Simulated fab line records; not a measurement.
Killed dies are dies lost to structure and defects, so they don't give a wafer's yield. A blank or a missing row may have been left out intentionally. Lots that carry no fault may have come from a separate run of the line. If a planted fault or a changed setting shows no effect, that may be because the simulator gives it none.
fab line records | flow n5-finfet
[record] lots = 4 | wafers = 12 | last-day = 17
route steps=1938 shown BEOL_M4@1099 BEOL_M5@1112 BEOL_M7@1320 PASSIVATION@1936
lots that met no fault: taken from a fault-free run of the same line
start-h: hours from the record's first day to the start of the lot's first wafer shown | wait-h: hours since the lot's step before | " unchanged from the row above | L1.1+2: a single row standing in for several wafers | - value missing, or start not given | * or withheld: withheld | < > ~ a bound
route shown NAME@n: names a module that has steps shown in the file, with the first one's number in the route | usual: the fault-free wafers' mean and standard deviation | same: alike in all rows | chamber/n: place in a boat | sites: the reading at each site | _std_site: how widely they spread, as a standard deviation | _edge_site: outer sites' mean less inner sites' | radius-mm: for every site, how far away it sits from the centre of the wafer | mask NAME#n: copy n | behind: the last tool/chamber to shape the wafer | hold: the reason the lot was held/the length of the hold in hours/how it ended | device: names the non-switching transistor (n, p or np) | end of line: the route-end tests of the same wafers | step lacking rows: just its recipe | killed: count of dies lost to structure and defects at first sort (not the wafer's yield) | map: the dies of a wafer, with x for killed, . for not killed, _ for no die there
set.NAME: the setting the step ran with; set.NAME@STEP: the setting that earlier step ran with | model.NAME: the simulator's own value behind a step, which no gauge read
lots at some steps of the route; a table a step, a row a wafer
services: when a tool's chamber went out of use (start-h, in hours from the record's first day, below 0 if earlier), for how many hours, and the reason
[[steps]]
[step N5_BEOL_M4_ANNEAL_95]
[recipe] temp-c = 400 | time-s = 240 | ambient = vacuum
[step N5_BEOL_M4_SPUTTER_96]
[recipe] material = Cu | target-thk-a = 45 | temp-c = -20 | chamber-pressure-pa = 0.07 | power-w = withheld | time-s = 8.29
[step N5_BEOL_M4_ECD_50]
[recipe] material = Cu | target-thk-a = 3000
[step N5_BEOL_M4_ANNEAL_51]
[recipe] temp-c = 225 | time-s = 90 | ambient = N2
[step N5_BEOL_M4_CMP_52]
[recipe] stop-on = SiOC | t-overpolish-s = 6.8 | down-force-psi = 1 | platen-rpm = 50 | clearing-platen-down-force-psi = 1.5 | clearing-platen-rpm = 50 | post-cmp-clean = cu-alkaline | target-thk-nm = 40 | clearing-platen-pad-velocity-m-s = 0.99484 | pad-velocity-m-s = 0.99484
[step N5_BEOL_M4_PRE_CLEAN_60]
[recipe] gas = NH3/H2 | time-s = 15 | temp-c = * | rf-power-w = 300
[step N5_BEOL_M4_CO_CAP_55]
[recipe] material = Co | target-thk-a = 20 | temp-c = 200 | precursor = CCTBA/H2 | pressure-torr = 30 | time-s = 102.1
[step N5_BEOL_M4_PRE_CLEAN_56]
[recipe] gas = NH3 | time-s = 15 | temp-c = withheld | rf-power-w = 300
[step N5_BEOL_M4_DEP_57]
[recipe] material = SiCN | target-thk-a = 80 | temp-c = withheld | precursor = 3MS/NH3 | pressure-torr = 3 | rf-w = 202 | time-s = 14
[step N5_BEOL_M4_RC_MEAS_101]
[usual] DIBL_N = 36.6/1.3 | DIBL_P = 36.4/1.4 | IOFF_N = 0.167/0.023 | IOFF_P = 0.219/0.029 | ION_N = 678/8.7 | ION_P = 464/6.4 | SS_N = 71.5/0.53 | SS_P = 73.4/0.57 | VT_N = 248.5/2.8 | VT_P = -249/3.1
lot.wafer | tool      | chamber | start-h | wait-h | DIBL_N[mV/V] | DIBL_P[mV/V] | IOFF_N[nA/um] | IOFF_P[nA/um] | ION_N[uA/um] | ION_P[uA/um] | SS_N[mV/dec] | SS_P[mV/dec] | VT_N[mV] | VT_P[mV]
L169.1    | prober-01 | 0       | 198.19  | 0.0    | 38.5         | 37.0         | 0.201         | 0.252         | 683          | 467          | 70.7         | 74.1         | 245.5    | -250
L169.4    | "         | 0       | "       | "      | 37.8         | 36.0         | 0.178         | 0.226         | 685          | 471          | 71.1         | 73.1         | 247.7    | -250
L169.5    | "         | 0       | "       | "      | 37.7         | 36.6         | 0.184         | 0.242         | 685          | 473          | 71.5         | 74.0         | 246.7    | -246
L183.1    | prober-02 | 0       | 296.68  | 0.0    | 37.5         | 37.2         | 0.187         | 0.261         | 679          | 465          | 72.4         | 73.6         | 246.6    | -245
L183.4    | "         | 0       | "       | "      | 36.0         | 35.6         | 0.158         | 0.239         | 674          | 468          | 71.2         | 73.8         | 250.5    | -246
L183.6    | "         | 0       | "       | "      | 38.3         | 37.8         | 0.201         | 0.270         | 672          | 463          | 71.8         | 74.3         | 247.1    | -246
L177.1    | prober-01 | 0       | 300.00  | 0.0    | 36.7         | 38.2         | 0.209         | 0.269         | 681          | 470          | 71.9         | 73.9         | 245.7    | -246
L177.2    | "         | 0       | "       | "      | 36.2         | 37.5         | 0.190         | 0.247         | 682          | 466          | 71.6         | 73.7         | 246.2    | -246
L177.6    | "         | 0       | "       | "      | 37.3         | 39.1         | 0.214         | 0.276         | 679          | 467          | 72.0         | 74.4         | 246.3    | -247
L181.2    | prober-01 | 0       | 305.21  | 0.2    | 35.7         | 36.6         | 0.159         | 0.191         | 667          | 450          | 71.9         | 73.6         | 249.2    | -252
L181.3    | "         | 0       | "       | "      | 36.3         | 38.4         | 0.188         | 0.209         | 673          | 454          | 72.4         | 74.0         | 247.2    | -252
L181.5    | "         | 0       | "       | "      | 36.1         | 37.4         | 0.176         | 0.202         | 665          | 452          | 72.1         | 73.8         | 249.8    | -252
[step N5_BEOL_M5_ILD_DEP_00]
[recipe] material = SiCOH_lowk | target-thk-a = 1406.4 | temp-c = 300 | precursor = DEMS/porogen | pressure-torr = 5 | rf-w = 500 | time-s = 25.9
[step N5_BEOL_M5_CURE_79]
[recipe] temp-c = 385 | time-s = 240 | ambient = He/Ar | material = SiCOH_lowk
[step N5_BEOL_M5_PECVD_70]
[recipe] material = SiO2 | target-thk-a = 160 | temp-c = 400 | precursor = TEOS/O2 | pressure-torr = 5.5 | rf-w = 450 | teos-flow-sccm = 53.8 | gas = O2 | flow-sccm = 3000 | time-s = 18
[step N5_BEOL_M5_HM_DEP_02]
[recipe] material = TiN | target-thk-a = 200 | temp-c = 25 | chamber-pressure-pa = 0.49996
[step N5_BEOL_M5_COAT_59]
[recipe] resist = SOC | temp-c = 250 | time-s = 60 | spin-rpm = 1500 | resist-thk-nm = 60
[step N5_BEOL_M5_COAT_60]
[recipe] resist = SiARC | temp-c = 220 | time-s = 60 | spin-rpm = 1500 | resist-thk-nm = 12
[step N5_BEOL_M5_COAT_71]
[recipe] resist = underlayer | temp-c = 205 | time-s = 60 | spin-rpm = 1500 | resist-thk-nm = 5
[step N5_BEOL_M5_COAT_05]
[recipe] resist = CAR-EUV | spin-rpm = 1500 | resist-thk-nm = 30
[step N5_BEOL_M5_EBR_07]
[recipe] solvent = PGMEA | ebr-width-mm = 1.5
[step N5_BEOL_M5_SOFTBAKE_06]
[recipe] temp-c = 110 | time-s = 60 | resist = CAR-EUV
[step N5_BEOL_M5_EXPOSE_08]
[recipe] mask-id = M5 | na = 0.33 | source-shape = annular | sigma-inner = 0.4 | sigma-outer = 0.8 | polarization = unpolarized | target-cd-nm = 28 | dose-mj = 35.75
[step N5_BEOL_M5_PEB_09]
[recipe] peb-temp-c = 100 | peb-time-s = 60 | resist = CAR-EUV
[step N5_BEOL_M5_DEVELOP_10]
[recipe] develop-time-s = 30 | developer = TMAH | resist = CAR-EUV | rinse-liquid = surfactant-rinse | dry = air-spin | dev-temp-c = 23
[step N5_BEOL_M5_DESCUM_16]
[recipe] chemistry = O2 | time-s = 7 | source-power-w = 50 | bias-power-w = 20 | pressure-mtorr = 20 | rf-frequency-hz = 2.712e+07 | temp-c = 40 | resist = CAR-EUV | o2-flow-sccm = 225
[step N5_BEOL_M5_ETCH_72]
[recipe] chemistry = N2/H2 | target = underlayer | target-depth-a = 65 | mask-material = CAR-EUV | time-s = 5.2 | ion-energy-ev = 200 | pressure-mtorr = 30 | source-w = 840 | bias-w = 150 | n2-flow-sccm = 200 | h2-flow-sccm = 200 | ends = cleared
[step N5_BEOL_M5_ETCH_61]
[recipe] chemistry = CF4 | target = SiARC | target-depth-a = 156 | mask-material = CAR-EUV | time-s = 26 | ion-energy-ev = 80 | pressure-mtorr = 40 | source-w = 545 | bias-w = 36 | Ar_flow_sccm = 100 | cf4-flow-sccm = 100 | ends = cleared
[step N5_BEOL_M5_ETCH_62]
[recipe] chemistry = N2/H2 | target = SOC | target-depth-a = 750 | overetch-a = 150 | mask-material = SiARC | temp-c = 40 | time-s = 112.5 | ion-energy-ev = 200 | pressure-mtorr = 30 | source-w = 840 | bias-w = 150 | n2-flow-sccm = 200 | h2-flow-sccm = 200
[step N5_BEOL_M5_STRIP_63]
[recipe] chemistry = N2/H2 | temp-c = 40 | n2-flow-sccm = 200 | h2-flow-sccm = 200 | rf-frequency-hz = 6e+07
[step N5_BEOL_M5_STRIP_73]
[recipe] chemistry = N2/H2 | temp-c = 40 | n2-flow-sccm = 200 | h2-flow-sccm = 200 | rf-frequency-hz = 6e+07
[step N5_BEOL_M5_STRIP_64]
[recipe] chemistry = CF4 | resist = SiARC | power-w = 300 | bias-power-w = 75 | pressure-mtorr = 50 | cf4-flow-sccm = 150 | rf-frequency-hz = 6e+07
[step N5_BEOL_M5_HM_OPEN_17]
[recipe] chemistry = Cl2/BCl3 | target-depth-a = 200 | overetch-a = 60 | target = TiN | mask-material = SOC | ion-energy-ev = 150 | pressure-mtorr = 10 | icp-w = 1000 | bias-w = 126 | Cl2_flow_sccm = 53.25 | bcl3-flow-sccm = 21.75 | Ar_flow_sccm = 25
[step N5_BEOL_M5_STRIP_19]
[recipe] chemistry = O2 | power-w = 400 | temp-c = 40 | pressure-mtorr = 30 | rf-frequency-hz = 6e+07 | bias-power-w = 0 | overash-fraction = 0.2 | o2-flow-sccm = 225
[step N5_BEOL_M5_COAT_65]
[recipe] resist = SOC | temp-c = 250 | time-s = 60 | spin-rpm = 1500 | resist-thk-nm = 60
[step N5_BEOL_M5_COAT_66]
[recipe] resist = SiARC | temp-c = 220 | time-s = 60 | spin-rpm = 1500 | resist-thk-nm = 12
[step N5_BEOL_M7_ALD_77]
[recipe] material = TaN | target-thk-a = 20 | temp-c = 275 | ald-precursor-family = PDMAT | ald-co-reactant = NH3 | pressure-torr = 3 | carrier-flow-sccm = 1500 | pulse-time-s = 2 | purge-time-s = 3 | co-reactant-purge-time-s = 2 | co-reactant-pulse-time-s = 3 | ald-cycles = 40 | precursor-vessel-temp-c = 75 | precursor-vessel-pressure-torr = 26.25 | precursor-vessel-carrier-sccm = 1000
[usual] ald-cycles = 40/0 | chamber-pressure-Torr = 2.999/0.0068 | heater-power-w = 407/55 | precursor-vessel-pressure-torr = 26.25/0.051 | precursor-vessel-temp-c = 74.99/0.12
lot.wafer | tool         | chamber | start-h | wait-h | ald-cycles | chamber-pressure-Torr | heater-power-w | precursor-vessel-pressure-torr | precursor-vessel-temp-c
L169.1    | ald-metal-04 | 0       | 229.84  | 0.0    | 40         | 2.998                 | 331            | 26.28                          | 75.12
L169.4    | "            | 2       | "       | "      | 40         | 3.003                 | 412            | 26.25                          | 74.75
L169.5    | "            | 3       | "       | "      | 40         | 3.006                 | 383            | 26.28                          | 74.87
L183.1    | ald-metal-04 | 0       | 326.18  | 0.1    | -          | -                     | -              | -                              | -
L183.4    | "            | 2       | "       | "      | -          | -                     | -              | -                              | -
L183.6    | "            | 0       | "       | "      | -          | -                     | -              | -                              | -
L177.1    | ald-metal-04 | 3       | 331.55  | 0.1    | 40         | 3.002                 | 376            | 26.28                          | 75.29
L177.2    | "            | 1       | "       | "      | 40         | 3.001                 | 510            | 26.31                          | 75.08
L177.6    | "            | 3       | "       | "      | 40         | 2.987                 | 380            | 26.15                          | 75.06
L181.2    | ald-metal-04 | 2       | 334.41  | 0.0    | -          | -                     | -              | -                              | -
L181.3    | "            | 1       | "       | "      | -          | -                     | -              | -                              | -
L181.5    | "            | 0       | "       | "      | -          | -                     | -              | -                              | -
[step N5_BEOL_M7_CMP_52]
[recipe] stop-on = SiCOH_lowk | t-overpolish-s = 6.9 | down-force-psi = 1 | platen-rpm = 50 | clearing-platen-down-force-psi = 1.5 | clearing-platen-rpm = 50 | post-cmp-clean = cu-alkaline | target-thk-nm = 80 | clearing-platen-pad-velocity-m-s = 0.99484 | pad-velocity-m-s = 0.99484
[usual] barrier-field-endpoint-s = 28.8/0.67 | motor-current-A = 5.8/0.65
lot.wafer | tool   | chamber | start-h | wait-h | barrier-field-endpoint-s | motor-current-A
L169.4    | cmp-02 | 1       | 232.20  | 0.1    | 30.4                     | 6.9
L169.1    | "      | 3       | "       | "      | 29.0                     | 5.5
L169.5    | "      | 1       | "       | "      | 29.3                     | 6.6
L183.4    | cmp-04 | 0       | 327.81  | 0.2    | 26.3                     | 6.6
L183.1    | "      | 1       | "       | "      | 25.8                     | 5.4
L183.6    | "      | 2       | "       | "      | 27.4                     | 5.8
L177.2    | cmp-02 | 3       | 334.52  | 0.2    | 27.8                     | 5.2
L177.1    | "      | 0       | "       | "      | 28.6                     | 5.5
L177.6    | "      | 3       | "       | "      | 28.4                     | 5.3
L181.2    | cmp-04 | 3       | 336.11  | 0.2    | 26.2                     | 6.5
L181.3    | "      | 0       | "       | "      | 25.7                     | 6.7
L181.5    | "      | 3       | "       | "      | 26.6                     | 6.3
[step N5_PASSIVATION_PROBE_49]
[usual] defect-limited-yield = 91.6/1.6 | killed_at_M0_to_M3 = 32/9.7 | killed_at_M4_up = 13/4.4 | killed-at-contacts = 12/6.5 | killed-at-front-end = 38/12 | killed-at-other = 3.7/3 | killed-dies = 99/18 | killed-on-rim = 13/3.9 | killed-open = 66/14 | killed-short = 32/7.5 | sort_bin_4_leakage = 0/0 | sort_bin_5_function = 4.9/1 | sort_bin_6_memory = 3.2/0.73 | sort-n-pass = 1081/18 | sort-yield-pct = 91.6/1.6
[same] gross-dies = 1180 | killed-at-back-side = 0 | sort_bin_8_speed[%] = 0
lot.wafer | tool      | chamber | start-h | wait-h | defect-limited-yield[%] | killed_at_M0_to_M3 | killed_at_M4_up | killed-at-contacts | killed-at-front-end | killed-at-other | killed-dies | killed-on-rim | killed-open | killed-short | sort_bin_4_leakage[%] | sort_bin_5_function[%] | sort_bin_6_memory[%] | sort-n-pass | sort-yield-pct[%]
L169.1    | prober-02 | -       | 309.32  | 0.0    | 90.4                    | 34                 | 13              | 25                 | 35                  | 6               | 113         | 14            | 71          | 42           | 0                     | 5.8                    | 3.4                  | 1067        | 90.4
L169.4    | prober-02 | -       | 309.47  | 0.2    | 91.6                    | 20                 | 15              | 16                 | 35                  | 13              | 99          | 15            | 59          | 40           | 0                     | 4.2                    | 3.9                  | 1081        | 91.6
L169.5    | prober-02 | -       | 309.52  | 0.2    | 91.3                    | 35                 | 10              | 9                  | 39                  | 10              | 103         | 10            | 58          | 45           | 0                     | 4.7                    | 3.7                  | 1077        | 91.3
L183.1    | prober-01 | -       | 403.19  | 0.0    | 0                       | 37                 | 1062            | 26                 | 54                  | 1               | 1180        | 152           | 78          | 42           | 89.49                 | 5.4                    | 4.7                  | 0           | 0
L183.4    | prober-01 | -       | 403.34  | 0.2    | 0                       | 38                 | 1089            | 12                 | 37                  | 4               | 1180        | 152           | 72          | 30           | 91.36                 | 5.1                    | 3.5                  | 0           | 0
L183.6    | prober-01 | -       | 403.44  | 0.3    | 0                       | 42                 | 1075            | 16                 | 44                  | 3               | 1180        | 152           | 70          | 41           | 90.34                 | 5.9                    | 3.3                  | 0           | 0
L177.1    | prober-02 | -       | 408.31  | 0.0    | 93.1                    | 24                 | 11              | 18                 | 28                  | 1               | 82          | 10            | 55          | 25           | 0                     | 4.5                    | 2.5                  | 1098        | 93.1
L177.2    | prober-02 | -       | 408.36  | 0.1    | 91.3                    | 25                 | 10              | 24                 | 40                  | 4               | 103         | 14            | 66          | 36           | 0                     | 4.4                    | 3.9                  | 1077        | 91.3
L177.6    | prober-02 | -       | 408.56  | 0.3    | 94.2                    | 20                 | 10              | 11                 | 25                  | 3               | 69          | 10            | 46          | 23           | 0                     | 3.0                    | 2.8                  | 1111        | 94.2
L181.2    | prober-01 | -       | 418.75  | 0.1    | 0                       | 18                 | 1119            | 8                  | 30                  | 5               | 1180        | 152           | 43          | 30           | 93.81                 | 3.6                    | 2.2                  | 0           | 0
L181.3    | prober-01 | -       | 418.80  | 0.1    | 0                       | 35                 | 1086            | 9                  | 48                  | 2               | 1180        | 152           | 68          | 41           | 90.76                 | 5.5                    | 3.5                  | 0           | 0
L181.5    | prober-01 | -       | 418.90  | 0.2    | 0                       | 22                 | 1088            | 9                  | 58                  | 3               | 1180        | 152           | 56          | 42           | 91.69                 | 5.1                    | 3.0                  | 0           | 0
// killed by level:class
L169.1 MOL_CONTACT_COAG:geometric-particle:open=21 BEOL_M0_SAQP:geometric-particle:short=9 BEOL_M4:geometric-particle:open=9 BEOL_M1:geometric-particle:open=7 STI_FIN_REVEAL:geometric-particle:open=6 GATE_CUT:geometric-particle:short=6 ILD0:geometric-particle:short=4 MOL_CONTACT_COAG:geometric-particle:short=4
L169.4 MOL_CONTACT_COAG:geometric-particle:open=12 GATE_CUT:geometric-particle:short=7 STI_FIN_REVEAL:geometric-particle:open=6 BEOL_M1:geometric-particle:open=6 BEOL_M4:geometric-particle:open=5 MIM_TOP_ETCH:geometric-particle:open=5 MIM_TOP_ETCH:geometric-particle:short=5 ILD0:geometric-particle:short=4
L169.5 BEOL_M0_SAQP:geometric-particle:open=10 BEOL_M0_SAQP:geometric-particle:short=10 FIN_SAQP:geometric-particle:short=9 BEOL_M4:geometric-particle:open=7 STI_FIN_REVEAL:geometric-particle:open=6 GATE_CUT:geometric-particle:short=6 MOL_CONTACT_COAG:geometric-particle:open=6 DUMMY_GATE:geometric-particle:open=5
L183.1 BEOL_M7:area-ald=1055 MOL_CONTACT_COAG:geometric-particle:open=23 FIN_SAQP:geometric-particle:open=20 BEOL_M1:geometric-particle:open=11 FIN_SAQP:geometric-particle:short=10 BEOL_M0_SAQP:geometric-particle:short=7 GATE_CUT:geometric-particle:short=6 ILD0:geometric-particle:short=5
L183.4 BEOL_M7:area-ald=1072 STI_FIN_REVEAL:geometric-particle:open=12 MOL_CONTACT_COAG:geometric-particle:open=9 BEOL_M2:geometric-particle:open=9 FIN_SAQP:geometric-particle:open=7 BEOL_M1:geometric-particle:open=7 BEOL_M0_SAQP:geometric-particle:short=6 BEOL_M0_SAQP:geometric-particle:open=6
L183.6 BEOL_M7:area-ald=1063 FIN_SAQP:geometric-particle:open=13 MOL_CONTACT_COAG:geometric-particle:open=12 BEOL_M3:geometric-particle:open=11 BEOL_M0_SAQP:geometric-particle:short=10 FIN_SAQP:geometric-particle:short=9 BEOL_M0_SAQP:geometric-particle:open=9 GATE_CUT:geometric-particle:short=4
L177.1 MOL_CONTACT_COAG:geometric-particle:open=11 STI_FIN_REVEAL:geometric-particle:open=6 BEOL_M1:geometric-particle:open=6 BEOL_M3:geometric-particle:open=6 MOL_CONTACT_COAG:geometric-particle:short=5 FIN_SAQP:geometric-particle:open=4 DUMMY_GATE:geometric-particle:open=3 GATE_CUT:geometric-particle:short=3
L177.2 MOL_CONTACT_COAG:geometric-particle:open=19 STI_FIN_REVEAL:geometric-particle:open=7 BEOL_M0_SAQP:geometric-particle:short=7 BEOL_M0_SAQP:geometric-particle:open=7 GATE_CUT:geometric-particle:open=6 BEOL_M3:geometric-particle:open=5 MOL_CONTACT_COAG:geometric-particle:short=5 DUMMY_GATE:geometric-particle:open=4
L177.6 MOL_CONTACT_COAG:geometric-particle:open=8 BEOL_M3:geometric-particle:open=8 BEOL_M1:geometric-particle:open=6 DUMMY_GATE:geometric-particle:open=5 DUMMY_GATE:geometric-particle:short=4 BEOL_M7:geometric-particle:open=4 MOL_CONTACT_COAG:geometric-particle:short=3 STARTING-WAFER:geometric-particle:open=3
L181.2 BEOL_M7:area-ald=1104 GATE_CUT:geometric-particle:short=7 FIN_SAQP:geometric-particle:short=6 FIN_SAQP:geometric-particle:open=6 MOL_CONTACT_COAG:geometric-particle:open=5 BEOL_M2:geometric-particle:open=5 STI_FIN_REVEAL:geometric-particle:open=4 BEOL_M3:geometric-particle:open=4
L181.3 BEOL_M7:area-ald=1068 BEOL_M2:geometric-particle:open=14 GATE_CUT:geometric-particle:short=12 FIN_SAQP:geometric-particle:short=10 STI_FIN_REVEAL:geometric-particle:open=10 MOL_CONTACT_COAG:geometric-particle:open=8 BEOL_M0_SAQP:geometric-particle:open=8 BEOL_M3:geometric-particle:open=6
L181.5 BEOL_M7:area-ald=1082 FIN_SAQP:geometric-particle:short=10 STI_FIN_REVEAL:geometric-particle:open=10 FIN_SAQP:geometric-particle:open=8 GATE_CUT:geometric-particle:short=8 BEOL_M2:geometric-particle:open=7 MOL_CONTACT_COAG:geometric-particle:open=6 STI_FIN_REVEAL:geometric-particle:short=5
// map L181.2 (x killed, . not)
_________________xxxxxxxxxxxx________________
______________xxxxxxxxxxxxxxxxxx_____________
___________xxxxxxxxxxxxxxxxxxxxxxxx__________
__________xxxxxxxxxxxxxxxxxxxxxxxxxx_________
________xxxxxxxxxxxxxxxxxxxxxxxxxxxxxx_______
_______xxxxxxxxxxxxxxxxxxxxxxxxxxxxxxxx______
______xxxxxxxxxxxxxxxxxxxxxxxxxxxxxxxxxx_____
_____xxxxxxxxxxxxxxxxxxxxxxxxxxxxxxxxxxxx____
____xxxxxxxxxxxxxxxxxxxxxxxxxxxxxxxxxxxxxx___
___xxxxxxxxxxxxxxxxxxxxxxxxxxxxxxxxxxxxxxxx__
___xxxxxxxxxxxxxxxxxxxxxxxxxxxxxxxxxxxxxxxx__
__xxxxxxxxxxxxxxxxxxxxxxxxxxxxxxxxxxxxxxxxxx_
__xxxxxxxxxxxxxxxxxxxxxxxxxxxxxxxxxxxxxxxxxx_
_xxxxxxxxxxxxxxxxxxxxxxxxxxxxxxxxxxxxxxxxxxxx
_xxxxxxxxxxxxxxxxxxxxxxxxxxxxxxxxxxxxxxxxxxxx
_xxxxxxxxxxxxxxxxxxxxxxxxxxxxxxxxxxxxxxxxxxxx
_xxxxxxxxxxxxxxxxxxxxxxxxxxxxxxxxxxxxxxxxxxxx
_xxxxxxxxxxxxxxxxxxxxxxxxxxxxxxxxxxxxxxxxxxxx
_xxxxxxxxxxxxxxxxxxxxxxxxxxxxxxxxxxxxxxxxxxxx
_xxxxxxxxxxxxxxxxxxxxxxxxxxxxxxxxxxxxxxxxxxxx
_xxxxxxxxxxxxxxxxxxxxxxxxxxxxxxxxxxxxxxxxxxxx
__xxxxxxxxxxxxxxxxxxxxxxxxxxxxxxxxxxxxxxxxxx_
__xxxxxxxxxxxxxxxxxxxxxxxxxxxxxxxxxxxxxxxxxx_
___xxxxxxxxxxxxxxxxxxxxxxxxxxxxxxxxxxxxxxxx__
___xxxxxxxxxxxxxxxxxxxxxxxxxxxxxxxxxxxxxxxx__
____xxxxxxxxxxxxxxxxxxxxxxxxxxxxxxxxxxxxxx___
_____xxxxxxxxxxxxxxxxxxxxxxxxxxxxxxxxxxxx____
______xxxxxxxxxxxxxxxxxxxxxxxxxxxxxxxxxx_____
_______xxxxxxxxxxxxxxxxxxxxxxxxxxxxxxxx______
________xxxxxxxxxxxxxxxxxxxxxxxxxxxxxx_______
__________xxxxxxxxxxxxxxxxxxxxxxxxxx_________
___________xxxxxxxxxxxxxxxxxxxxxxxx__________
______________xxxxxxxxxxxxxxxxxx_____________
_________________xxxxxxxxxxxx________________
// map L183.1 (x killed, . not)
_________________xxxxxxxxxxxx________________
______________xxxxxxxxxxxxxxxxxx_____________
___________xxxxxxxxxxxxxxxxxxxxxxxx__________
__________xxxxxxxxxxxxxxxxxxxxxxxxxx_________
________xxxxxxxxxxxxxxxxxxxxxxxxxxxxxx_______
_______xxxxxxxxxxxxxxxxxxxxxxxxxxxxxxxx______
______xxxxxxxxxxxxxxxxxxxxxxxxxxxxxxxxxx_____
_____xxxxxxxxxxxxxxxxxxxxxxxxxxxxxxxxxxxx____
____xxxxxxxxxxxxxxxxxxxxxxxxxxxxxxxxxxxxxx___
___xxxxxxxxxxxxxxxxxxxxxxxxxxxxxxxxxxxxxxxx__
___xxxxxxxxxxxxxxxxxxxxxxxxxxxxxxxxxxxxxxxx__
__xxxxxxxxxxxxxxxxxxxxxxxxxxxxxxxxxxxxxxxxxx_
__xxxxxxxxxxxxxxxxxxxxxxxxxxxxxxxxxxxxxxxxxx_
_xxxxxxxxxxxxxxxxxxxxxxxxxxxxxxxxxxxxxxxxxxxx
_xxxxxxxxxxxxxxxxxxxxxxxxxxxxxxxxxxxxxxxxxxxx
_xxxxxxxxxxxxxxxxxxxxxxxxxxxxxxxxxxxxxxxxxxxx
_xxxxxxxxxxxxxxxxxxxxxxxxxxxxxxxxxxxxxxxxxxxx
_xxxxxxxxxxxxxxxxxxxxxxxxxxxxxxxxxxxxxxxxxxxx
_xxxxxxxxxxxxxxxxxxxxxxxxxxxxxxxxxxxxxxxxxxxx
_xxxxxxxxxxxxxxxxxxxxxxxxxxxxxxxxxxxxxxxxxxxx
_xxxxxxxxxxxxxxxxxxxxxxxxxxxxxxxxxxxxxxxxxxxx
__xxxxxxxxxxxxxxxxxxxxxxxxxxxxxxxxxxxxxxxxxx_
__xxxxxxxxxxxxxxxxxxxxxxxxxxxxxxxxxxxxxxxxxx_
___xxxxxxxxxxxxxxxxxxxxxxxxxxxxxxxxxxxxxxxx__
___xxxxxxxxxxxxxxxxxxxxxxxxxxxxxxxxxxxxxxxx__
____xxxxxxxxxxxxxxxxxxxxxxxxxxxxxxxxxxxxxx___
_____xxxxxxxxxxxxxxxxxxxxxxxxxxxxxxxxxxxx____
______xxxxxxxxxxxxxxxxxxxxxxxxxxxxxxxxxx_____
_______xxxxxxxxxxxxxxxxxxxxxxxxxxxxxxxx______
________xxxxxxxxxxxxxxxxxxxxxxxxxxxxxx_______
__________xxxxxxxxxxxxxxxxxxxxxxxxxx_________
___________xxxxxxxxxxxxxxxxxxxxxxxx__________
______________xxxxxxxxxxxxxxxxxx_____________
_________________xxxxxxxxxxxx________________
[[services]]
tool         | chamber | start-h | hours | kind
ald-metal-04 | 1       | 216.54  | 24.2  | repair
cmp-02       | -       | 255.89  | 0.6   | repair
cmp-04       | -       | 267.99  | 4.0   | pm
cmp-04       | -       | 271.99  | -     | consumable-replace:conditioner
cmp-04       | -       | 271.99  | -     | consumable-replace:pad
cmp-02       | -       | 275.61  | 1.5   | repair
cmp-02       | -       | 295.52  | 9.9   | pm
cmp-02       | -       | 307.53  | 3.0   | pm
[[key]]
[first-sign] step = N5_BEOL_M7_ALD_77 | reading = tool-record | direction = missing
[effect] step = N5_BEOL_M7_CMP_52 | reading = barrier-field-endpoint-s | direction = down | sigmas = 3.7 | usual = 28.8 | struck = 26.3
[effect] step = N5_PASSIVATION_PROBE_49 | reading = sort_bin_4_leakage | direction = up | sigmas = 99+ | usual = 0 | struck = 91.24
[more-kills-born-at] N5_BEOL_M7_ALD_77@ald-metal-04 = 6460
met-at N5_BEOL_M7_ALD_77
struck-wafers L181.2,L181.3,L181.5,L183.1,L183.4,L183.6
later-rows-left-out L181.2,L181.3,L181.5,L183.1,L183.4,L183.6
onset-between 229.84 326.18
[fault] kind = skipped-step-whole | tool = ald-metal-04 | chamber = - | onset-h = 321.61 | steps = N5_BEOL_M7_ALD_77 | scope = struck-lots-only
// later-rows-left-out: the simulator's readings of these wafers behind a module that went badly wrong aren't trusted and aren't shown, but for the sort
